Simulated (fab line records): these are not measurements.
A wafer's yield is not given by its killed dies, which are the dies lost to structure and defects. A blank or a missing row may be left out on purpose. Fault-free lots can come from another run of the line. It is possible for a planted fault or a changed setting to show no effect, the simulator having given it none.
Which tool did it? + flow nandHarc + 18 wafers from 6 lots sampled at 3 of the route's 1302 steps

== WHAT THE GAUGES READ, wafer by wafer ==
NHARC_P_GATE_CD_MEAS_59: target cd 720 nm.
| lot  | measured     | on       | cdNm (nm)                           |
|------|--------------|----------|-------------------------------------|
| L737 | day 5 19:17  | cdSem-03 | 719.6 719.9 719.4                   |
| L742 | day 7 14:57  | cdSem-02 | 698.7 698.4 699.3 699.0 699.0 699.4 |
| L752 | day 12 02:47 | cdSem-02 | 723.2 720.7 719.5                   |
| L756 | day 13 09:34 | cdSem-02 | 724.2 721.2 720.8                   |
| L758 | day 14 09:53 | cdSem-02 | 722.3 719.3 719.7                   |
| L760 | day 15 02:23 | cdSem-03 | 719.1 721.1 720.0                   |

== EACH LOT AND THE TOOL THAT RAN IT (in order: tool; ch and the chambers of the sampled wafers; start) ==
| lot  | NHARC_P_GATE_STRIP_101            | NHARC_P_GATE_EXPOSE_56           |
|------|-----------------------------------|----------------------------------|
| L737 | rieDiel-02 ch 0,1,3, day 5 16:35  | krfScanner-01 ch 0, day 5 19:08  |
| L742 | rieDiel-04 ch 0,2,3, day 7 12:16  | krfScanner-01 ch 0, day 7 14:48  |
| L752 | rieDiel-04 ch 0,1,2, day 12 00:07 | krfScanner-01 ch 0, day 12 02:38 |
| L756 | rieDiel-11 ch 0,2, day 13 06:53   | krfScanner-03 ch 0, day 13 09:25 |
| L758 | rieDiel-11 ch 1,2, day 14 07:12   | krfScanner-04 ch 0, day 14 09:44 |
| L760 | rieDiel-11 ch 0,2, day 14 23:50   | krfScanner-04 ch 0, day 15 02:14 |
- NHARC_P_GATE_STRIP_101: strips in O2, time 20 s.
- NHARC_P_GATE_EXPOSE_56: exposes mask P PSD, target cd 720 nm.

== THE ANSWER, worked out from the rows above alone ==
Rule: the lots themselves supply what counts as usual. The widest of any qualifying gaps counts: lots, ordered by their means at a reading, are off when they make up no more than a third of the lots, leave a main group of 4 or more, and stand apart from it by 3 or more times the standard deviation of that group's means. A main group whose means are all the same, to the digits that the tables above print for the reading, isn't used. Also off: a lot with no number at a reading for which 4 or more lots have one. Where the step has rows for the other lots, those lots are counted as sound.
Off, at NHARC_P_GATE_CD_MEAS_59 on cdNm: L742. The main group: mean 720.7 nm, standard deviation 0.86.
A tool fits if, at a process step before that reading, it ran every lot that is off, and no sound lot after the first of them. The gauges at NHARC_P_GATE_CD_MEAS_59 are tried like those tools. Not one of the candidates tried fits.

== WHAT THE SIMULATOR PUT IN ==
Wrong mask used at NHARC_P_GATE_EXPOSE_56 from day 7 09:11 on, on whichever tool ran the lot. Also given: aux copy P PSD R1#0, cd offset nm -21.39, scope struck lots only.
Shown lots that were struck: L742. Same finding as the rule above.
